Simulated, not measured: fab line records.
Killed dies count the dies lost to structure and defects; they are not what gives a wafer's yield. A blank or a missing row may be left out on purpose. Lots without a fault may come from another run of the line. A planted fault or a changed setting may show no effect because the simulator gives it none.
Matching of chambers / flow nand harc / NHARC_A_CHANNEL_FILL_D1_ALD_02 on ald hk-03: 4 sister chambers
The step deposits SiO2, target thk 6 nm, pulse time 10 s, ald cycles 60. 4 wafers are shown with their chamber, then 7 later ones without.

## WAFERS, EACH WITH ITS CHAMBER
wafer=L760.6; chamber=1; heater power w (W)=515
wafer=L766.6; chamber=3; heater power w (W)=495
wafer=L767.2; chamber=2; heater power w (W)=398
wafer=L767.3; chamber=0; heater power w (W)=483

## WAFERS WITHOUT THEIR CHAMBER
wafer=L767.5; heater power w (W)=406
wafer=L773.1; heater power w (W)=486
wafer=L773.3; heater power w (W)=404
wafer=L773.5; heater power w (W)=403
wafer=L772.1; heater power w (W)=480
wafer=L772.5; heater power w (W)=513
wafer=L772.6; heater power w (W)=480

## CHAMBER TAKEN BY EACH
wafer=L767.5; from the rows above=2; in truth=2
wafer=L773.1; from the rows above=can't be placed: 0 or 3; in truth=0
wafer=L773.3; from the rows above=2; in truth=2
wafer=L773.5; from the rows above=2; in truth=2
wafer=L772.1; from the rows above=0; in truth=0
wafer=L772.5; from the rows above=1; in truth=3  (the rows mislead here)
wafer=L772.6; from the rows above=0; in truth=0
Correct placement for 5 of the 7. From these rows, 1 cannot be placed; in 1 the true chamber is one of the candidates. Wrongly placed: 1.
How it was worked out, from the rows above alone: a wafer's distance from a chamber is the root of the sum, over the readings, of the square of ((its reading less the chamber's mean) divided by the reading's scatter). The wafer belongs to the nearest chamber; if the next one is less than 2 further off, it can't be placed. Each chamber's mean is taken over the wafers shown for it. The scatter: root of mean squared gap, hidden wafer to nearest shown wafer, with one shown wafer a chamber.
